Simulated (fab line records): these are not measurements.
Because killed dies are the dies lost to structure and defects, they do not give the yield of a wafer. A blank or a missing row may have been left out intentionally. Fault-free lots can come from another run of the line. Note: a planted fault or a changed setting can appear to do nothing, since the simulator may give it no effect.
Which of the tools did it? + flow n5-finfet + 33 wafers from 11 lots sampled at 2 of the route's 1938 steps

WHAT THE GAUGES READ, wafer by wafer
N5_BEOL_M7_OCD_MEAS_38.
| lot  | measured     | on     | trench-depth-nm (nm) |
|------|--------------|--------|----------------------|
| L981 | day 9 02:37  | ocd-01 | 95.5 93.6 93.1       |
| L982 | day 9 04:51  | ocd-01 | 92.1 91.1 92.6       |
| L984 | day 9 15:56  | ocd-01 | 96.5 93.7 96.2       |
| L985 | day 9 22:50  | ocd-02 | 93.8 91.6 94.7       |
| L986 | day 10 13:43 | ocd-02 | 93.6 91.6 94.3       |
| L988 | day 10 21:26 | ocd-02 | 91.2 93.3 94.7       |
| L989 | day 11 00:40 | ocd-02 | 92.7 94.4 93.6       |
| L990 | day 11 13:56 | ocd-02 | 93.4 93.5 96.8       |
| L992 | day 11 17:16 | ocd-02 | 93.1 93.2 92.5       |
| L100 | day 14 01:21 | ocd-01 | 94.0 93.3 95.0       |
| L104 | day 15 09:19 | ocd-02 | 92.3 93.4 93.9       |

WHICH TOOL RAN EACH LOT (tool, then ch and the chambers of the sampled wafers, then the start)
| lot  | N5_BEOL_M7_TRENCH_ETCH_37                     |
|------|-----------------------------------------------|
| L981 | rie-diel-05 ch 0,2,3, day 9 02:37 or earlier  |
| L982 | rie-diel-01 ch 1,2,3, day 9 04:51 or earlier  |
| L984 | rie-diel-02 ch 0,1, day 9 15:56 or earlier    |
| L985 | rie-diel-05 ch 0,2,3, day 9 22:50 or earlier  |
| L986 | rie-diel-01 ch 0,2, day 10 13:43 or earlier   |
| L988 | rie-diel-01 ch 0,2, day 10 21:26 or earlier   |
| L989 | rie-diel-01 ch 0,2,3, day 11 00:40 or earlier |
| L990 | rie-diel-02 ch 0,2,3, day 11 13:56 or earlier |
| L992 | rie-diel-01 ch 2,3, day 11 17:16 or earlier   |
| L100 | rie-diel-01 ch 2,3, day 14 01:21 or earlier   |
| L104 | rie-diel-01 ch 0,1,3, day 15 09:19 or earlier |
- N5_BEOL_M7_TRENCH_ETCH_37: etches SiCOH lowk in C4F6/O2, target depth 93.478 nm, time 31.2 s.

THE ANSWER, worked out from the rows above alone
Rule: the lots themselves supply what counts as usual. Put in order of their means at a reading, lots are off if they are a third of the lots or fewer, leave a main group of 4 or more, and stand apart from it by a gap of 3 or more times the standard deviation of the main group's means; of several such gaps the widest counts. The tables above print the reading to a certain number of digits; a main group whose means all agree to those digits is not used. A lot without any number at a reading at which 4 lots or more have one is off too. The other lots that the step has rows for count as sound.
No lot is off on any of the readings shown, so nothing can be concluded from this.

WHAT WAS PUT IN BY THE SIMULATOR
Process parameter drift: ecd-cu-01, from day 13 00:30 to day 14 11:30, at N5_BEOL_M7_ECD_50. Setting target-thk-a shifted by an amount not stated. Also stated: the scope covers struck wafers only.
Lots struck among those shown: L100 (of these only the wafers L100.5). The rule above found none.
